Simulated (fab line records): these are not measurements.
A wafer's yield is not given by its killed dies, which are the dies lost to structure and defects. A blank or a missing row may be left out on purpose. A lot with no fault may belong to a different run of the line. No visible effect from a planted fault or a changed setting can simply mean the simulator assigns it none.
fab line records	flow n5Finfet
record: lots: 5	wafers: 14	lastDay: 18
route steps=1938 shown DUMMY_GATE@234 BEOL_M4@1111
lots with no fault: from the same line, run without faults
startH: the number of hours between the record's first day and the start of the first shown wafer of the lot	waitH: hours since the lot's step before	" same as the row above	L1.1+2: several wafers, shown together as one row	- either no value or no given start	* or withheld: withheld	< > ~ a bound
route shown NAME@n: NAME is a module with steps in the file, n the number in the route of the first one	usual: mean/standard deviation of fault-free wafers	same: alike in all rows	chamber/n: place in a boat	sites: readings site by site	_std_site: how widely they spread, as a standard deviation	_edge_site: mean of outer sites minus mean of inner sites	radiusMm: how far each site lies from the wafer's centre	mask NAME#n: copy n	behind: the tool/chamber that last shaped the wafer	hold: why the lot was held/for how many hours/how that ended	device: which transistor (n, p or np) failed to switch	end of line: tests run on the same wafers once the route is complete	a step without rows: its recipe alone	killed: dies that structure and defects cost at the first sort, which is not the same as the wafer's yield	map: shows each die of a wafer: x if killed, . if not, _ if none is there
set.NAME: setting as actually run; set.NAME@STEP: the setting as run at that earlier step	model.NAME: the simulator's own value behind a step, which no gauge read
lots at some steps of the route; a table a step, a row a wafer
services: from which hour (startH, from the record's first day; less than 0 if before it) a tool's chamber was out of use, for how many hours, and why
== steps ==
step: N5_DUMMY_GATE_DESCUM_20
recipe: chemistry: O2	timeS: 6.2	sourcePowerW: 50	biasPowerW: 20	pressureMtorr: 20	rfFrequencyHz: 2.712e+07	tempC: 40	resist: CAR-EUV	o2FlowSccm: 225
usual: drypumpMotorCurrentA: 5.5/0.47	oesProductAu: 0.81/0.087	rfVppV: 243.1/1.3	showerheadPlenumPTorr: 2.08/0.062	throttleValvePct: 20.46/0.2
lot.wafer	tool	chamber	startH	waitH	drypumpMotorCurrentA	oesProductAu	rfHoursCounterH	rfVppV	showerheadPlenumPTorr	throttleValvePct
L717.1	rieDiel-03	3	56.91	0.1	6.2	0.91	11	242.8	2.05	20.39
L717.3	"	1	"	"	5.6	0.76	158	243.4	2.10	20.70
L717.4	"	1	"	"	5.6	0.76	-	242.6	2.10	20.70
L722.1	rieDiel-03	3	82.27	0.0	6.2	0.89	18	241.8	2.05	20.38
L722.2	"	2	"	"	5.1	0.86	74	244.6	2.11	20.27
L722.6	"	3	"	"	6.2	0.88	-	241.6	2.05	20.41
L726.2	rieDiel-04	3	108.49	0.0	6.4	0.78	124	242.8	2.08	20.46
L726.3	"	1	"	"	5.7	0.82	-	244.4	2.11	20.49
L726.5	"	3	"	"	6.4	0.77	-	242.7	2.08	20.48
L731.1	rieDiel-03	3	137.25	0.0	6.2	0.84	36	242.9	2.04	20.43
L731.5	"	2	"	"	5.1	0.83	-	243.4	2.10	20.30
L738.2	rieDiel-04	3	177.63	0.4	6.4	0.76	143	244.2	2.07	20.50
L738.4	"	0	"	"	5.3	0.94	14	243.9	2.10	20.25
L738.6	"	3	"	"	6.4	0.76	-	244.2	2.07	20.49
step: N5_DUMMY_GATE_ETCH_29
recipe: chemistry: N2/H2	target: underlayer	targetDepthA: 130	ionEnergyEv: 200	pressureMtorr: 30	sourceW: 840	biasW: 150	n2FlowSccm: 200	h2FlowSccm: 200
step: N5_DUMMY_GATE_ETCH_36
recipe: chemistry: CF4	target: SiARC	targetDepthA: 130	pressureMtorr: 40	sourceW: 545	biasW: 36	Ar_flow_sccm: 100	cf4FlowSccm: 100	ionEnergyEv: 80
step: N5_DUMMY_GATE_ETCH_37
recipe: chemistry: N2/H2	target: SOC	targetDepthA: 600	overetchA: 300	tempC: 40	ionEnergyEv: 200	pressureMtorr: 30	sourceW: 840	biasW: 150	n2FlowSccm: 200	h2FlowSccm: 200
step: N5_DUMMY_GATE_STRIP_38
recipe: chemistry: N2/H2	tempC: 40	n2FlowSccm: 200	h2FlowSccm: 200	rfFrequencyHz: 6e+07
step: N5_DUMMY_GATE_STRIP_39
recipe: chemistry: N2/H2	tempC: 40	n2FlowSccm: 200	h2FlowSccm: 200	rfFrequencyHz: 6e+07
step: N5_DUMMY_GATE_TRIM_49
recipe: chemistry: O2	resist: SOC	timeS: 29	targetCdNm: 14	sourcePowerW: 300	biasPowerW: 0	O2_flow_sccm: 100	tempC: 20
step: N5_DUMMY_GATE_STRIP_40
recipe: chemistry: CF4	resist: SiARC	powerW: 300	biasPowerW: 75	pressureMtorr: 50	cf4FlowSccm: 150	rfFrequencyHz: 6e+07
usual: drypumpMotorCurrentA: 5.4/0.43	oesProductAu: 0.79/0.093	rfVppV: 270.7/1.5	showerheadPlenumPTorr: 1.77/0.058	throttleValvePct: 13.63/0.23
lot.wafer	tool	chamber	startH	waitH	drypumpMotorCurrentA	oesProductAu	rfHoursCounterH	rfVppV	showerheadPlenumPTorr	throttleValvePct
L717.1	rieDiel-01	3	57.23	0.1	5.6	0.70	227	273.1	1.86	13.68
L717.3	"	2	"	"	5.5	0.69	240	269.9	1.77	13.75
L717.4	"	0	"	"	5.3	0.68	226	268.5	1.70	13.98
L722.1	rieDiel-03	3	82.59	0.1	6.2	0.87	18	270.5	1.76	13.46
L722.2	"	0	"	"	5.0	0.69	247	269.2	1.70	13.79
L722.6	"	2	"	"	5.0	0.84	-	272.1	1.83	13.57
L726.2	rieDiel-01	3	108.92	0.1	5.6	0.68	242	272.4	1.86	13.73
L726.3	"	1	"	"	5.1	0.77	131	270.1	1.72	13.77
L726.5	"	3	"	"	5.6	0.68	-	273.2	1.86	13.73
L731.1	rieDiel-03	0	137.57	0.1	5.0	0.95	11	273.9	1.91	13.28
L731.5	"	1	"	"	5.6	0.72	-	270.3	1.80	13.91
L738.2	rieDiel-04	2	178.06	0.2	4.7	0.71	207	270.2	1.68	13.49
L738.4	"	3	"	"	6.4	0.74	143	269.4	1.77	13.63
L738.6	"	1	"	"	5.7	0.77	-	271.5	1.81	13.67
step: N5_DUMMY_GATE_CD_MEAS_50
recipe: targetCdNm: 14
usual: cdNm: 14.1/0.53
lot.wafer	tool	chamber	startH	waitH	cdNm
L717.1	cdSem-02	-	57.28	0.0	13.8
L717.3	"	-	"	"	13.7
L717.4	"	-	"	"	14.1
L722.1	cdSem-02	-	82.64	0.0	14.0
L722.2	"	-	"	"	15.4
L722.6	"	-	"	"	13.8
L726.2	cdSem-02	-	108.98	0.0	13.8
L726.3	"	-	"	"	15.2
L726.5	"	-	"	"	14.1
L731.1	cdSem-01	-	137.62	0.0	14.7
L731.5	"	-	"	"	14.4
L738.2	cdSem-01	-	178.12	0.0	14.4
L738.4	"	-	"	"	14.7
L738.6	"	-	"	"	14.2
step: N5_DUMMY_GATE_ETCH_31
recipe: chemistry: C4F6/O2	target: SiO2	maskMaterial: SOC	targetDepthA: 825	timeS: 27.5	ionEnergyEv: 250	pressureMtorr: 30	sourceW: 345	biasW: 185	Ar_flow_sccm: 300	C4F6_flow_sccm: 10	O2_flow_sccm: 10
usual: drypumpMotorCurrentA: 5.4/0.42	oesProductAu: 0.80/0.1	rfVppV: 670/16	showerheadPlenumPTorr: 2.81/0.096	throttleValvePct: 21.24/0.26
lot.wafer	tool	chamber	startH	waitH	drypumpMotorCurrentA	oesProductAu	rfHoursCounterH	rfVppV	showerheadPlenumPTorr	throttleValvePct
L717.1	rieDiel-01	2	57.33	0.0	5.5	0.69	240	702	2.78	21.08
L717.3	"	1	"	"	5.1	0.77	117	672	2.78	21.64
L717.4	"	3	"	"	5.6	0.69	227	650	2.95	21.15
L722.1	rieDiel-03	2	82.69	0.0	5.1	0.85	74	654	2.90	21.23
L722.2	"	1	"	"	5.6	0.76	167	675	2.82	21.24
L722.6	"	3	"	"	6.2	0.89	-	667	2.83	21.37
L726.2	rieDiel-03	1	109.02	0.0	5.6	0.74	175	673	2.81	21.25
L726.3	"	0	"	"	5.0	1.01	1	653	3.02	20.88
L726.5	"	1	"	"	5.6	0.75	-	674	2.81	21.26
L731.1	rieDiel-01	2	137.67	0.0	5.4	0.97	7	703	2.77	20.83
L731.5	"	1	"	"	5.1	0.75	-	673	2.77	21.67
L738.2	rieDiel-04	2	178.33	0.2	4.7	0.69	207	644	2.67	20.89
L738.4	"	3	"	"	6.5	0.75	143	659	2.85	21.40
L738.6	"	1	"	"	5.7	0.78	-	679	2.84	21.12
step: N5_DUMMY_GATE_STRIP_41
recipe: chemistry: O2	powerW: 400	tempC: 40	pressureMtorr: 30	rfFrequencyHz: 6e+07	biasPowerW: 0	overashFraction: 0.3	o2FlowSccm: 225
step: N5_DUMMY_GATE_HM_OPEN_21
recipe: chemistry: CH3F/O2	target: SiNx	targetDepthA: 1200	Ar_flow_sccm: 150	CH3F_flow_sccm: 30	O2_flow_sccm: 23	timeS: 171.4	pressureMtorr: 30	sourceW: 395	biasW: 73	ionEnergyEv: 120.7
usual: drypumpMotorCurrentA: 5.4/0.42	oesProductAu: 0.80/0.1	rfVppV: 301/7.1	showerheadPlenumPTorr: 1.99/0.069	throttleValvePct: 16.52/0.24
lot.wafer	tool	chamber	startH	waitH	drypumpMotorCurrentA	oesProductAu	rfHoursCounterH	rfVppV	showerheadPlenumPTorr	throttleValvePct
L717.1	rieDiel-01	2	57.42	0.0	5.5	0.69	240	314	1.97	16.48
L717.3	"	1	"	"	5.1	0.78	117	304	1.97	16.81
L717.4	"	3	"	"	5.6	0.70	227	293	2.09	16.50
L722.1	rieDiel-03	2	82.77	0.0	5.1	0.86	74	295	2.05	16.45
L722.2	"	1	"	"	5.6	0.75	167	304	2.00	16.61
L722.6	"	3	"	"	6.2	0.89	-	299	2.00	16.52
L726.2	rieDiel-03	1	109.11	0.0	5.6	0.75	176	305	2.00	16.62
L726.3	"	0	"	"	5.0	1.02	1	295	2.15	16.17
L726.5	"	1	"	"	5.6	0.75	-	303	2.00	16.61
L731.1	rieDiel-01	2	137.75	0.0	5.5	0.97	7	317	1.96	16.07
L731.5	"	1	"	"	5.1	0.75	-	302	1.96	16.89
L738.2	rieDiel-04	2	178.42	0.0	4.7	0.70	207	289	1.89	16.32
L738.4	"	3	"	"	6.4	0.76	143	296	2.02	16.62
L738.6	"	1	"	"	5.7	0.78	-	307	2.02	16.48
step: N5_DUMMY_GATE_ETCH_32
recipe: chemistry: CF4	target: SiO2	targetDepthA: 35	timeS: 3.9	ionEnergyEv: 350	pressureMtorr: 10	icpW: 800	biasW: 400	cf4FlowSccm: 80
usual: drypumpMotorCurrentA: 5.7/0.54	oesProductAu: 1.000/0.023	throttleValvePct: 21.7/0.31
lot.wafer	tool	chamber	startH	waitH	drypumpMotorCurrentA	oesProductAu	rfHoursCounterH	throttleValvePct	model.etch.depthNm
L717.1	rieSi-04	2	57.58	0.1	5.0	1.058	194	21.8	3.796
L717.3	"	3	"	"	5.7	0.991	6	21.7	3.362
L717.4	"	1	"	"	5.2	0.956	72	21.5	3.365
L722.1	rieSi-05	3	82.93	0.1	6.3	0.987	126	21.5	3.458
L722.2	"	2	"	"	5.1	1.028	77	21.0	3.648
L722.6	"	3	"	"	6.3	0.969	-	21.5	3.438
L726.2	rieSi-05	0	109.27	0.1	5.5	0.911	94	21.9	3.025
L726.3	"	2	"	"	5.1	1.039	77	21.0	3.711
L726.5	"	2	"	"	5.1	1.025	-	21.0	3.691
L731.1	rieSi-04	3	137.91	0.1	5.7	1.004	7	21.7	3.351
L731.5	"	0	"	"	5.6	1.013	-	21.3	3.404
L738.2	rieSi-06	1	178.58	0.1	6.6	1.005	47	22.0	3.528
L738.4	"	2	"	"	6.6	0.995	151	21.8	3.574
L738.6	"	1	"	"	6.6	0.993	-	22.0	3.474
step: N5_DUMMY_GATE_ETCH_23
recipe: chemistry: HBr/Cl2/O2	HBr_flow_sccm: 150	Cl2_flow_sccm: 80	O2_flow_sccm: 12	biasW: 102	targetDepthA: 410	timeS: 22.3	target: poly-Si	maskMaterial: SiO2	pressureMtorr: 10	icpW: 800
usual: drypumpMotorCurrentA: 5.7/0.54	oesProductAu: 1.001/0.016	throttleValvePct: 37.0/0.33
lot.wafer	tool	chamber	startH	waitH	drypumpMotorCurrentA	oesProductAu	rfHoursCounterH	throttleValvePct
L717.1	rieSi-04	2	57.61	0.0	5.0	1.047	194	36.9
L717.3	"	3	"	"	5.7	1.004	6	36.7
L717.4	"	1	"	"	5.2	0.971	72	37.3
L722.1	rieSi-05	3	82.97	0.0	6.3	0.995	126	37.0
L722.2	"	2	"	"	5.1	1.017	77	36.4
L722.6	"	3	"	"	6.3	0.984	-	36.9
L726.2	rieSi-05	0	109.30	0.0	5.5	1.002	94	37.4
L726.3	"	2	"	"	5.1	1.021	77	36.4
L726.5	"	2	"	"	5.2	1.013	-	36.4
L731.1	rieSi-04	3	137.95	0.0	5.7	0.993	7	36.7
L731.5	"	0	"	"	5.7	1.013	-	37.1
L738.2	rieSi-06	1	178.61	0.0	6.6	1.009	47	37.4
L738.4	"	2	"	"	6.7	1.003	151	36.7
L738.6	"	1	"	"	6.6	1.004	-	37.4
step: N5_BEOL_M4_RC_MEAS_101
usual: DIBL_N: 36.5/2.2	DIBL_P: 36.9/2.9	IOFF_N: 0.17/0.044	IOFF_P: 0.22/0.052	ION_N: 671/16	ION_P: 461/10	SS_N: 71.6/0.73	SS_P: 73.5/0.79	VT_N: 250/4.1	VT_P: -250/4.1
lot.wafer	tool	chamber	startH	waitH	DIBL_N[mV/V]	DIBL_P[mV/V]	IOFF_N[nA/um]	IOFF_P[nA/um]	ION_N[uA/um]	ION_P[uA/um]	SS_N[mV/dec]	SS_P[mV/dec]	VT_N[mV]	VT_P[mV]
L717.1	prober-02	0	196.37	0.0	34.3	33.6	0.11	0.16	662	454	71.5	72.3	253	-252
L717.3	"	0	"	"	39.4	41.3	0.24	0.30	691	467	72.9	73.6	245	-245
L717.4	"	0	"	"	34.4	34.4	0.12	0.19	660	456	70.8	73.4	253	-251
L722.1	prober-01	0	212.77	0.0	36.6	36.5	0.19	0.21	668	452	73.5	74.4	247	-251
L722.2	"	0	"	"	28.8	27.5	0.08	0.10	642	442	70.4	72.3	257	-261
L722.6	"	0	"	"	36.4	36.8	0.19	0.22	665	454	72.6	74.2	247	-250
L726.2	prober-02	0	252.93	0.2	39.9	42.8	0.25	0.29	687	461	72.6	75.1	242	-247
L726.3	"	0	"	"	32.7	32.2	0.11	0.14	681	461	70.8	72.2	253	-256
L726.5	"	0	"	"	36.3	38.0	0.16	0.20	672	455	71.3	74.1	249	-251
L731.1	prober-01	0	291.19	0.3	37.5	39.0	0.21	0.25	686	475	72.1	73.5	248	-248
L731.5	"	0	"	"	35.6	36.9	0.16	0.21	665	455	71.7	73.2	249	-250
L738.2	prober-01	0	317.98	0.2	39.2	40.9	0.21	0.29	694	475	72.2	74.2	245	-246
L738.4	"	0	"	"	36.9	36.9	0.14	0.21	658	456	71.6	73.0	253	-251
L738.6	"	0	"	"	37.1	37.6	0.17	0.21	679	466	72.3	73.8	248	-251
== services ==
tool	chamber	startH	hours	kind
rieDiel-04	-	52.58	0.2	repair
rieDiel-03	0	55.84	5.4	repair
rieSi-06	-	70.44	0.3	repair
rieSi-06	2	90.65	7.5	repair
rieSi-04	-	91.00	14.6	pm
rieDiel-03	0	92.95	-	clean
rieDiel-03	0	92.95	-	consumableReplace:focusRing
rieDiel-03	0	92.95	-	consumableReplace:showerhead
rieDiel-03	0	92.95	12.8	scheduledDown
rieDiel-03	0	92.95	12.8	ventCycle
rieDiel-04	2	96.27	15.7	repair
rieSi-05	2	98.46	6.1	repair
rieDiel-01	2	99.32	-	clean
rieDiel-01	2	99.32	-	consumableReplace:focusRing
rieDiel-01	2	99.32	21.5	scheduledDown
rieDiel-01	2	99.32	21.5	ventCycle
rieDiel-01	3	128.89	-	clean
rieDiel-01	3	128.89	-	consumableReplace:focusRing
rieSi-05	-	133.79	0.1	repair
rieDiel-04	-	136.35	1.1	repair
rieSi-06	2	139.66	1.6	repair
rieDiel-04	0	152.81	8.1	repair
rieDiel-04	-	167.56	0.5	repair
rieSi-04	2	177.00	1.5	repair
== key ==
firstSign: step: N5_DUMMY_GATE_ETCH_32	reading: oesProductAu	direction: down	sigmas: 3.9	usual: 1.000	struck: 0.911
effect none on later readings
modelEffect: step: N5_DUMMY_GATE_ETCH_32	value: etch.depthNm	without: 3.564	struck: 3.025
metAt N5_DUMMY_GATE_ETCH_32
struckWafers L726.2
onsetBetween 82.93 109.27
fault: kind: processParameterDrift	tool: rieSi-05	chamber: -	onsetH: 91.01	steps: N5_DUMMY_GATE_ETCH_32	channel: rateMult	offset: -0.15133	shape: step	endH: 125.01	scope: struckWafersOnly
